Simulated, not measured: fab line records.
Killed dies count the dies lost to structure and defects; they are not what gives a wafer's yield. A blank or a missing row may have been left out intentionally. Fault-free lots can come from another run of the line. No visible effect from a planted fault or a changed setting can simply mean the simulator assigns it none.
Struck lot and sound lot, side by side | flow n5-finfet | 35 steps out of a route of 1938
Sound: the wafers L468.3, L468.4, L468.6. Struck: wafers L455.1, L455.3, L455.5. The cause is given at the end.
At each step with rows: each side's tool, then ch and its chambers, then its first start. Under that, the readings that differ: sound wafers | struck wafers | difference of the means | sigmas: that difference in standard deviations of wafers without a fault.
alike: readings whose means differ by less than 2 such deviations, and words and numbers that are the same on both sides. not compared: withheld readings, readings that some wafer has no value for, bounds like >300 that may hide the same value, and numbers for which the record gives no deviation and whose values overlap.
A row with sigmas, a row that says differs or no value, or rows on one side alone: a step with any of these is where the two part. Numbers that don't overlap but have no deviation are shown without sigmas and don't part them. A reading missing from all wafers of one side parts the sides only when that side holds two or more wafers.

first, 7 steps without rows for these wafers: N5_BEOL_M4_CMP_52 (polishes, stops on SiOC, t overpolish 6.8 s, target thk 40 nm); N5_BEOL_M4_PRE_CLEAN_60 (time 15 s); N5_BEOL_M4_CO_CAP_55 (material Co, precursor CCTBA/H2, target thk 2 nm, time 102.1 s); N5_BEOL_M4_PRE_CLEAN_56 (time 15 s); N5_BEOL_M4_DEP_57 (deposits SiCN from 3MS/NH3, target thk 8 nm, time 14 s); N5_BEOL_M5_ILD_DEP_00 (deposits SiCOH lowk from DEMS/porogen, target thk 140.64 nm, time 25.9 s); N5_BEOL_M5_CURE_79 (cures SiCOH lowk, time 240 s).
N5_BEOL_M5_PECVD_70: deposits SiO2 from TEOS/O2, target thk 16 nm, time 18 s.
  sound on pecvd-01 ch 0,1,2, day 14 14:19; struck on pecvd-04 ch 0,2, day 10 16:40
  reading                                    | sound        | struck      | difference | sigmas
  heater-power-w (W)                         | 831 644 635  | 514 530 511 | -185       | -2
  model.SiO2_of_BEOL_M5_PECVD_70.thk-nm (nm) | 15.6 16 15.8 | 8.2 8.4 8.6 | -7.4       |
  alike: showerhead-plenum-p-Torr, showerhead-vpp-V, throttle-valve-pct
then, 25 steps without rows for these wafers: N5_BEOL_M5_HM_DEP_02 (deposits TiN, target thk 20 nm); N5_BEOL_M5_COAT_59 (time 60 s, resist thk 60 nm); N5_BEOL_M5_COAT_60 (time 60 s, resist thk 12 nm); N5_BEOL_M5_COAT_71 (time 60 s, resist thk 5 nm); N5_BEOL_M5_COAT_05 (resist thk 30 nm); N5_BEOL_M5_EBR_07; N5_BEOL_M5_SOFTBAKE_06 (time 60 s); N5_BEOL_M5_EXPOSE_08 (exposes mask M5, target cd 28 nm); N5_BEOL_M5_PEB_09 (peb time 60 s); N5_BEOL_M5_DEVELOP_10 (develop time 30 s); N5_BEOL_M5_DESCUM_16 (chemistry O2, time 7 s); N5_BEOL_M5_ETCH_72 (etches underlayer in N2/H2, target depth 6.5 nm, time 5.2 s); N5_BEOL_M5_ETCH_61 (etches SiARC in CF4, target depth 15.6 nm, time 26 s); N5_BEOL_M5_ETCH_62 (etches SOC in N2/H2, target depth 75 nm, overetch 15 nm, time 112.5 s); N5_BEOL_M5_STRIP_63 (strips in N2/H2); N5_BEOL_M5_STRIP_73 (strips in N2/H2); N5_BEOL_M5_STRIP_64 (strips in CF4); N5_BEOL_M5_HM_OPEN_17 (chemistry Cl2/BCl3, target TiN, target depth 20 nm, overetch 6 nm); N5_BEOL_M5_STRIP_19 (strips in O2); N5_BEOL_M5_COAT_65 (time 60 s, resist thk 60 nm); N5_BEOL_M5_COAT_66 (time 60 s, resist thk 12 nm); N5_BEOL_M5_COAT_74 (time 60 s, resist thk 5 nm); N5_BEOL_M5_COAT_22 (resist thk 30 nm); N5_BEOL_M5_EBR_24; N5_BEOL_M5_SOFTBAKE_23 (time 60 s).
N5_BEOL_M5_HM_STRIP_39: strips TiN in peroxide tin strip, target depth 25 nm, time 158 s.
  sound on wet-bench-03 ch 4,5,6, day 14 17:22; struck on wet-bench-05 ch 1,2,4, day 10 22:35
  reading                                    | sound          | struck      | difference | sigmas
  model.SiO2_of_BEOL_M5_PECVD_70.thk-nm (nm) | 15.4 15.8 15.6 | 8.2 8.2 8.4 | -7.3       |
  alike: temp-c
N5_BEOL_M5_CMP_52: polishes, stops on SiCOH lowk, t overpolish 6.9 s, target thk 62 nm.
  sound on cmp-03 ch 0,1,3, day 14 23:38; struck on cmp-02 ch 0,2, day 11 05:10
  reading                      | sound          | struck         | difference | sigmas
  barrier-field-endpoint-s (s) | 24.3 24.2 23.7 | 15.1 15.8 15.8 | -8.5       | -12
  alike: motor-current-A, slurry-flow-ml-min

WHERE THEY PART
At N5_BEOL_M5_PECVD_70 first; at N5_BEOL_M5_CMP_52 last (within this record only).

WHY: the cause the simulator had injected
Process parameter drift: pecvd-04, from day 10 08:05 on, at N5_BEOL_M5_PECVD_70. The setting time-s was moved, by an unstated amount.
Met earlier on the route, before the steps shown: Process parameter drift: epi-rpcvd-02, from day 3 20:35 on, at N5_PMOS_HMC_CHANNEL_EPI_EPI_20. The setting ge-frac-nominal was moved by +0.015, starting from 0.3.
